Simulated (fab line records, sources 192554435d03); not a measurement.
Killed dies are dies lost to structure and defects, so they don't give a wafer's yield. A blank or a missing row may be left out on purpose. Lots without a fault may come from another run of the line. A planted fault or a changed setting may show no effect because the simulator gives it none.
Problem report in the 8D (eight disciplines) form, filled by code | flow n5_finfet | the parts of the form that need people (team, actions taken, sign-off) are left out

1. THE PROBLEM
cd_nm at N5_ZERO_LAYER_CD_MEAS_11 reads a mean of 2007.7 nm on 9 wafers of 3 lots; wafers without a fault read 1999.6 nm with a standard deviation of 1.3. That is +6.2 standard deviations from the usual mean.
The step: target cd 2000 nm.
First seen on wafer L733.2, day 3 12:47, on cd_sem-02. The record holds 36 wafers of 12 lots with a number at this step. Rule for "out", or "out of limits": more than 4 standard deviations from the usual mean. The other wafers with a number count as sound.

2. WHAT IT IS AND WHAT IT IS NOT
question                    | is                     | is not
which readings at this step | cd_nm                  | -
which lots                  | L733, L736, L739       | L725, L726, L728, L731, L732, L734, L737, L741, L747
which wafers of those lots  | all that have a number | -
read on which gauges        | cd_sem-02, cd_sem-03   | cd_sem-01
when                        | from day 3 12:47       | up to then (15 sound wafers); but 12 sound wafers of L734, L737, L741, L747 came after

3. SUSPECTS, AND WHAT RULES EACH OUT
Counting: a tool at a process step up to the reading stays a suspect if it ran every lot that is out and no sound lot after the first of them.
- the gauge at N5_ZERO_LAYER_CD_MEAS_11: ruled out. The wafers that are out were read on 2 gauges (cd_sem-02, cd_sem-03).
- krf_scanner-02 at N5_ZERO_LAYER_EXPOSE_08 (exposes mask ZERO, defocus 0 nm, target cd 2000 nm): kept. It ran every lot that is out, first L733 (day 3 12:37), and no sound lot after that; its last sound lot up to then is L731 (day 3 00:29). Its own readings are out on those wafers: exposure_dose_mJ_cm2.
Left after counting: krf_scanner-02 at N5_ZERO_LAYER_EXPOSE_08.

4. THE CAUSE (what the simulator had put in)
Process parameter drift: krf_scanner-02, from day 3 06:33 on, at N5_ZERO_LAYER_EXPOSE_08. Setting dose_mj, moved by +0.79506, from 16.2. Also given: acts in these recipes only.
Counting left only this tool.

5. THE CHAIN OF EFFECTS, in route order
Each row: a reading whose mean over the struck wafers that have a number lies more than 3 standard deviations from the usual. Only readings for which the record gives a usual standard deviation are gone through. hours: the time from each lot's start at the first step in this table that gives one to its start at this step, as a median over the lots. sigmas: the change in usual standard deviations.
hours | step                     | reading              | usual     | on struck wafers | change | sigmas
0     | N5_ZERO_LAYER_EXPOSE_08  | exposure_dose_mJ_cm2 | 16.24     | 16.82            | +0.58  | +6.6
0     | N5_ZERO_LAYER_CD_MEAS_11 | cd_nm                | 1999.6 nm | 2007.7           | +8.1   | +6.2
The process steps in it:
- N5_ZERO_LAYER_EXPOSE_08: exposes mask ZERO, defocus 0 nm, target cd 2000 nm.
Later measuring or inspecting steps at which every struck wafer that the step has a row for has a number for every such reading, and none has moved that far: N5_WELL_APT_CD_MEAS_25.

6. WHAT WOULD HAVE CAUGHT IT SOONER
In this record the first reading out of limits at a measuring or inspecting step was taken at day 3 12:47, 6 hours after the fault began at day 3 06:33.
The tool's own readings at N5_ZERO_LAYER_EXPOSE_08 were out on every struck wafer that the step has a row for (exposure_dose_mJ_cm2): an alarm limit on them would have fired on the first of those.
Of the lots that are out (3), L736, L739 began N5_ZERO_LAYER_EXPOSE_08 on krf_scanner-02 after day 3 12:47. A hold on the tool at that time would have spared those 2.
